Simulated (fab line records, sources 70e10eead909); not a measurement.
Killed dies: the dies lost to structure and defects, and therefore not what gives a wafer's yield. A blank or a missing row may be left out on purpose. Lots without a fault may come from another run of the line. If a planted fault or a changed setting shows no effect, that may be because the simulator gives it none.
The tool behind it: which one? || flow nand_harc || Sampling: 15 lots, 43 wafers, 5 of 1302 route steps

== WHAT THE GAUGES SHOWED, per wafer ==
NHARC_A_ZERO_WELL_CD_MEAS_10: the cd target is 2000 nm. Usual: cd_nm reads 2000.6 nm (standard deviation 2.5).
{"lot": "L961", "measured": "day 6 21:02", "on": "cd_sem-02", "cd_nm (nm)": "2002.7 2002.6 1998.8", "flag": ""}
{"lot": "L962", "measured": "day 7 08:03", "on": "cd_sem-01", "cd_nm (nm)": "2001.4 1999.7 1999.4", "flag": ""}
{"lot": "L963", "measured": "day 7 10:22", "on": "cd_sem-02", "cd_nm (nm)": "1997.4 1997.2 1999.9", "flag": ""}
{"lot": "L966", "measured": "day 8 21:07", "on": "cd_sem-01", "cd_nm (nm)": "1999.2 2001.2 2001.7", "flag": ""}
{"lot": "L967", "measured": "day 9 02:46", "on": "cd_sem-01", "cd_nm (nm)": "2003.6 2003.5 2003.2", "flag": ""}
{"lot": "L968", "measured": "day 9 18:40", "on": "cd_sem-01", "cd_nm (nm)": "2004.9 2001.6 1999.2", "flag": ""}
{"lot": "L969", "measured": "day 10 01:59", "on": "cd_sem-03", "cd_nm (nm)": "1998.2 1995.7 1999.4", "flag": ""}
{"lot": "L970", "measured": "day 10 19:34", "on": "cd_sem-02", "cd_nm (nm)": "2000.4 1997.5 1997.1", "flag": ""}
{"lot": "L975", "measured": "day 12 21:34", "on": "cd_sem-01", "cd_nm (nm)": "2000.6 2001.1 1999.5", "flag": ""}
{"lot": "L978", "measured": "day 13 22:01", "on": "cd_sem-02", "cd_nm (nm)": "1998.2 1998.2 2000.9", "flag": ""}
{"lot": "L979", "measured": "day 14 02:50", "on": "cd_sem-03", "cd_nm (nm)": "2001.2 2003.8", "flag": ""}
{"lot": "L980", "measured": "day 14 13:46", "on": "cd_sem-01", "cd_nm (nm)": "1998.8 1997.5", "flag": ""}
{"lot": "L982", "measured": "day 15 13:28", "on": "cd_sem-02", "cd_nm (nm)": "2001.8 1999.1 1998.0", "flag": ""}
{"lot": "L983", "measured": "day 15 21:22", "on": "cd_sem-02", "cd_nm (nm)": "2003.2 2000.2 2002.8", "flag": ""}
{"lot": "L984", "measured": "day 16 06:17", "on": "cd_sem-02", "cd_nm (nm)": "1998.6 2004.5 2002.6", "flag": ""}

NHARC_A_ONON_D1_THK_MEAS_05: measures by ellipsometry. Usual: thk_nm reads 997 nm (standard deviation 11).
{"lot": "L961", "measured": "day 7 21:58", "on": "film_metro-01", "thk_nm (nm)": "998 998 999", "flag": ""}
{"lot": "L962", "measured": "day 8 06:53", "on": "film_metro-02", "thk_nm (nm)": "996 995 994", "flag": ""}
{"lot": "L963", "measured": "day 8 06:53", "on": "film_metro-01", "thk_nm (nm)": "1011 1011 1011", "flag": ""}
{"lot": "L966", "measured": "day 9 21:50", "on": "film_metro-02", "thk_nm (nm)": "987 989 989", "flag": ""}
{"lot": "L967", "measured": "day 10 02:22", "on": "film_metro-02", "thk_nm (nm)": "1001 1004 1005", "flag": ""}
{"lot": "L968", "measured": "day 10 21:56", "on": "film_metro-01", "thk_nm (nm)": "988 988 988", "flag": ""}
{"lot": "L969", "measured": "day 11 01:12", "on": "film_metro-01", "thk_nm (nm)": "991 992 992", "flag": ""}
{"lot": "L970", "measured": "day 11 18:02", "on": "film_metro-01", "thk_nm (nm)": "989 990 988", "flag": ""}
{"lot": "L975", "measured": "day 13 19:44", "on": "film_metro-01", "thk_nm (nm)": "977 975 976", "flag": ""}
{"lot": "L978", "measured": "day 14 22:11", "on": "film_metro-01", "thk_nm (nm)": "1001 1000 999", "flag": ""}
{"lot": "L979", "measured": "day 15 07:26", "on": "film_metro-02", "thk_nm (nm)": "985 987", "flag": ""}
{"lot": "L980", "measured": "day 15 12:36", "on": "film_metro-01", "thk_nm (nm)": "990 987", "flag": ""}
{"lot": "L982", "measured": "day 16 12:05", "on": "film_metro-01", "thk_nm (nm)": "1018 1018 1019", "flag": ""}
{"lot": "L983", "measured": "day 16 19:44", "on": "film_metro-01", "thk_nm (nm)": "1008 1009 1008", "flag": ""}
{"lot": "L984", "measured": "day 17 06:52", "on": "film_metro-01", "thk_nm (nm)": "1011 1010 1011", "flag": ""}

NHARC_A_ONON_D1_THK_MEAS_21: measures by ellipsometry. Usual: thk_nm reads 1000 nm (standard deviation 12).
{"lot": "L961", "measured": "day 8 08:01", "on": "film_metro-01", "thk_nm (nm)": "990 992 991", "flag": ""}
{"lot": "L962", "measured": "day 8 18:06", "on": "film_metro-01", "thk_nm (nm)": "1003 1003 1003", "flag": ""}
{"lot": "L963", "measured": "day 8 18:07", "on": "film_metro-02", "thk_nm (nm)": "1013 1013 1014", "flag": ""}
{"lot": "L966", "measured": "day 10 07:52", "on": "film_metro-01", "thk_nm (nm)": "1009 1011 1009", "flag": ""}
{"lot": "L967", "measured": "day 10 12:26", "on": "film_metro-01", "thk_nm (nm)": "999 998 998", "flag": ""}
{"lot": "L968", "measured": "day 11 07:58", "on": "film_metro-01", "thk_nm (nm)": "983 983 982", "flag": ""}
{"lot": "L969", "measured": "day 11 07:59", "on": "film_metro-01", "thk_nm (nm)": "994 994 994", "flag": ""}
{"lot": "L970", "measured": "day 12 04:07", "on": "film_metro-02", "thk_nm (nm)": "981 982 984", "flag": ""}
{"lot": "L975", "measured": "day 14 05:55", "on": "film_metro-02", "thk_nm (nm)": "1006 1007 1004", "flag": ""}
{"lot": "L978", "measured": "day 15 08:09", "on": "film_metro-01", "thk_nm (nm)": "685 1003 1004", "flag": "OFF"}
{"lot": "L979", "measured": "day 15 17:30", "on": "film_metro-02", "thk_nm (nm)": "670 990", "flag": "OFF"}
{"lot": "L980", "measured": "day 15 22:40", "on": "film_metro-02", "thk_nm (nm)": "1007 689", "flag": "OFF"}
{"lot": "L982", "measured": "day 16 22:11", "on": "film_metro-01", "thk_nm (nm)": "1022 1020 1022", "flag": ""}
{"lot": "L983", "measured": "day 17 06:08", "on": "film_metro-01", "thk_nm (nm)": "978 978 979", "flag": ""}
{"lot": "L984", "measured": "day 17 18:39", "on": "film_metro-02", "thk_nm (nm)": "992 990 990", "flag": ""}

NHARC_END_SORT_01. Usual: killed_at_array 53, standard deviation 20; killed_at_other 1, standard deviation 1.2; killed_at_periphery 3.7, standard deviation 2.6; killed_dies 58, standard deviation 20; killed_open 3.5, standard deviation 1.8; killed_short 2.4, standard deviation 1.7.
{"lot": "L978", "measured": "day 31 05:44", "on": "prober-01", "killed_at_array": "677 75 72", "killed_at_other": "0 0 1", "killed_at_periphery": "0 1 3", "killed_dies": "677 76 76", "killed_open": "1 1 7", "killed_short": "3 1 2", "flag": "OFF"}
{"lot": "L979", "measured": "day 31 19:31", "on": "prober-01", "killed_at_array": "671 43", "killed_at_other": "2 0", "killed_at_periphery": "4 2", "killed_dies": "677 45", "killed_open": "2 4", "killed_short": "2 0", "flag": "OFF"}
{"lot": "L980", "measured": "day 31 17:59", "on": "prober-02", "killed_at_array": "27 674", "killed_at_other": "0 1", "killed_at_periphery": "0 2", "killed_dies": "27 677", "killed_open": "4 5", "killed_short": "0 1", "flag": "OFF"}

== WHICH TOOL RAN EACH LOT (tool, then ch and the chambers of the sampled wafers, then the start) ==
{"lot": "L961", "NHARC_A_ONON_D1_DEP_19": "pecvd_onon-04 ch 0, day 8 07:34"}
{"lot": "L962", "NHARC_A_ONON_D1_DEP_19": "pecvd_onon-03 ch 0, day 8 17:39"}
{"lot": "L963", "NHARC_A_ONON_D1_DEP_19": "pecvd_onon-04 ch 0, day 8 17:43"}
{"lot": "L966", "NHARC_A_ONON_D1_DEP_19": "pecvd_onon-03 ch 0, day 10 07:25"}
{"lot": "L967", "NHARC_A_ONON_D1_DEP_19": "pecvd_onon-02 ch 0, day 10 12:03"}
{"lot": "L968", "NHARC_A_ONON_D1_DEP_19": "pecvd_onon-02 ch 0, day 11 07:32"}
{"lot": "L969", "NHARC_A_ONON_D1_DEP_19": "pecvd_onon-04 ch 0, day 11 07:31"}
{"lot": "L970", "NHARC_A_ONON_D1_DEP_19": "pecvd_onon-02 ch 0, day 12 03:38"}
{"lot": "L975", "NHARC_A_ONON_D1_DEP_19": "pecvd_onon-03 ch 0, day 14 05:28"}
{"lot": "L978", "NHARC_A_ONON_D1_DEP_19": "pecvd_onon-02 ch 0, day 15 07:46"}
{"lot": "L979", "NHARC_A_ONON_D1_DEP_19": "pecvd_onon-02 ch 0, day 15 17:06"}
{"lot": "L980", "NHARC_A_ONON_D1_DEP_19": "pecvd_onon-02 ch 0, day 15 22:09"}
{"lot": "L982", "NHARC_A_ONON_D1_DEP_19": "pecvd_onon-03 ch 0, day 16 21:41"}
{"lot": "L983", "NHARC_A_ONON_D1_DEP_19": "pecvd_onon-04 ch 0, day 17 05:41"}
{"lot": "L984", "NHARC_A_ONON_D1_DEP_19": "pecvd_onon-03 ch 0, day 17 18:08"}
- NHARC_A_ONON_D1_DEP_19: target thk 1000 nm.

== AS READ BY THE TOOLS THEMSELVES (means over the sampled wafers that have a number; for cases with no such wafer, the mark the record gives instead) ==
The record holds no such reading with a usual standard deviation.

== THE ANSWER, worked out from the rows above alone ==
Rule: a lot counts as off when the mean over its wafers that have a number is more than 3 standard deviations away from the usual mean. A lot without any number at a reading at which 4 lots or more have one is off too. Any other lot the step has rows for is counted as sound. First the gauges in route order, then the tools' own readings, where a lot's mean is used as printed above. At the first step where some lot is off, the reading lying furthest off is the one used; lots without a number count as furthest.
Off, at NHARC_A_ONON_D1_THK_MEAS_21 on thk_nm: L978, L979, L980.
If a tool, at a process step before that reading, ran all the lots that are off and no sound lot after the first of them, it fits. Not tried: the gauges at NHARC_A_ONON_D1_THK_MEAS_21; whatever is off there is also off at NHARC_END_SORT_01, on other tools, and gauge error can't account for it. One candidate fits, namely pecvd_onon-02 at NHARC_A_ONON_D1_DEP_19. A fault onset in the window from L970 (day 12 03:38, its last sound lot) to L978 (day 15 07:46, its first lot off) fits.

== WHAT HAD BEEN PUT IN BY THE SIMULATOR ==
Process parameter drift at NHARC_A_ONON_D1_DEP_19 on pecvd_onon-02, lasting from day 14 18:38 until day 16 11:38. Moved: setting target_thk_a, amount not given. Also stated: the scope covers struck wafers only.
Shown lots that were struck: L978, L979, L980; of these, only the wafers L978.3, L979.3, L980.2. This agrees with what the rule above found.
